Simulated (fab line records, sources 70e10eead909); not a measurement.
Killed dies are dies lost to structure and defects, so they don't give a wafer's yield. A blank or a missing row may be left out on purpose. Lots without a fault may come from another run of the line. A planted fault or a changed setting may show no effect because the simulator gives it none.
A struck lot beside a sound one | flow nand_harc | 16 steps out of a route of 1302
Sound: wafers L657.3, L657.4, L657.6. Struck: wafers L642.2, L642.3, L642.5. The cause comes at the end.
At each step with rows: each side's tool, then ch and its chambers, then its first start. Under that, the readings that differ: sound wafers | struck wafers | difference of the means | sigmas: that difference in standard deviations of wafers without a fault.
alike: readings whose means differ by less than 2 such deviations, and words and numbers that are the same on both sides. not compared: withheld readings, readings that some wafer has no value for, bounds like >300 that may hide the same value, and numbers for which the record gives no deviation and whose values overlap.
The two part at a step that has a row with sigmas, a row that says differs or no value, or rows on one side only. Numbers that don't overlap but have no deviation are shown without sigmas and don't part them. A reading that every wafer of one side lacks parts them only if that side has two wafers or more.

NHARC_A_DECK1_JOINT_INSPECT_05:
  sound on defect_inspect-01, day 20 20:22; struck on defect_inspect-01, day 14 12:52
  alike: raw_defect_count
then, 1 step without rows for these wafers: NHARC_A_ONON_D2_DEP_00 (target thk 1000 nm).
NHARC_A_ONON_D2_THK_MEAS_02: measures by ellipsometry.
  sound on film_metro-01, day 20 20:56; struck on film_metro-02, day 14 13:28
  alike: thk_nm
then, 1 step without rows for these wafers: NHARC_A_ONON_D2_DEP_03 (target thk 1000 nm).
NHARC_A_ONON_D2_THK_MEAS_05: measures by ellipsometry.
  sound on film_metro-01, day 20 21:29; struck on film_metro-02, day 14 14:01
  alike: thk_nm
then, 1 step without rows for these wafers: NHARC_A_ONON_D2_DEP_06 (target thk 1000 nm).
NHARC_A_ONON_D2_THK_MEAS_08: measures by ellipsometry.
  sound on film_metro-01, day 20 22:04; struck on film_metro-01, day 14 14:35
  alike: thk_nm
then, 1 step without rows for these wafers: NHARC_A_ONON_D2_DEP_09 (target thk 1000 nm).
NHARC_A_ONON_D2_THK_MEAS_11: measures by ellipsometry.
  sound on film_metro-01, day 20 22:38; struck on film_metro-01, day 14 15:09
  alike: thk_nm
then, 1 step without rows for these wafers: NHARC_A_ONON_D2_DEP_12 (target thk 1000 nm).
NHARC_A_ONON_D2_THK_MEAS_14: measures by ellipsometry.
  sound on film_metro-01, day 20 23:11; struck on film_metro-01, day 14 15:43
  alike: thk_nm
then, 1 step without rows for these wafers: NHARC_A_ONON_D2_ANNEAL_15 (time 3600 s).
NHARC_A_ONON_D2_DEP_16: target thk 1000 nm.
  sound on pecvd_onon-02 ch 0, day 21 06:50; struck on pecvd_onon-02 ch 0, day 14 23:32
  alike: n2o_flow_sccm
NHARC_A_ONON_D2_THK_MEAS_18: measures by ellipsometry.
  sound on film_metro-02, day 21 07:14; struck on film_metro-02, day 14 23:59
  reading     | sound        | struck      | difference | sigmas
  thk_nm (nm) | 999 999 1001 | 706 705 705 | -294       | -25
then, 1 step without rows for these wafers: NHARC_A_ONON_D2_DEP_19 (target thk 1000 nm).
-- the record jumps here: 12 days lie between the struck wafers' starts before and after (it left off in module A_ONON_D2 and takes up again in module END, whose first step shown is number 1302 of the route) --
NHARC_END_SORT_01:
  the record has rows for the struck wafers here (prober-02 ch 0, day 27 09:46) and none for the sound ones

WHERE THEY PART
First at NHARC_A_ONON_D2_THK_MEAS_18; last, within this record, at NHARC_END_SORT_01.

WHY: what the simulator had put in
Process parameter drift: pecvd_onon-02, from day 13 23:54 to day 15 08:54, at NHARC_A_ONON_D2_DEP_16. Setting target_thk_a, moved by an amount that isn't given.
